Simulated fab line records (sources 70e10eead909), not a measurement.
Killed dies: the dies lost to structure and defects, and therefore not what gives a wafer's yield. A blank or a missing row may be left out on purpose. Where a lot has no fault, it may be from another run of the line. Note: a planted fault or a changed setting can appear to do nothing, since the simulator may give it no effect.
Which of the tools did it? | flow nandHarc | 12 lots (36 wafers sampled), 1 step of a 1159-step route

WHAT EACH GAUGE READ, for each wafer
NHARC_P_M1_CD_MEAS_09 targets a cd of 130 nm.
lot  | measured     | on       | cdNm (nm)
L075 | day 6 15:51  | cdSem-02 | 129.3 128.8 129.8
L077 | day 6 17:56  | cdSem-03 | 130.9 130.1 130.8
L078 | day 7 09:29  | cdSem-01 | 130.3 130.4 130.6
L081 | day 7 16:47  | cdSem-02 | 129.5 130.5 129.3
L082 | day 8 05:52  | cdSem-02 | 130.5 130.3 130.9
L084 | day 8 17:10  | cdSem-03 | 130.0 130.0 130.2
L088 | day 9 06:07  | cdSem-03 | 130.5 131.4 130.3
L089 | day 9 22:21  | cdSem-03 | 130.1 129.6 130.5
L092 | day 10 08:07 | cdSem-02 | 130.0 129.4 130.2
L093 | day 10 12:40 | cdSem-02 | 129.6 130.5 130.1
L095 | day 11 05:12 | cdSem-01 | 130.2 130.6 129.4
L096 | day 11 11:12 | cdSem-03 | 129.2 130.2 129.2

EACH LOT AND THE TOOL THAT RAN IT (in order: tool; ch and the chambers of the sampled wafers; start)
The record holds no process step before these readings.

THE ANSWER, worked out from the rows above alone
Rule: the lots themselves supply what counts as usual. The widest of any qualifying gaps counts: lots, ordered by their means at a reading, are off when they make up no more than a third of the lots, leave a main group of 4 or more, and stand apart from it by 3 or more times the standard deviation of that group's means. Not used: any main group whose means are identical at the precision the tables above print for the reading. A lot without any number at a reading at which 4 lots or more have one is off too. The other lots that the step has rows for count as sound.
None of the lots is off at any reading shown; this tells nothing.

WHAT THE SIMULATOR HAD PUT IN
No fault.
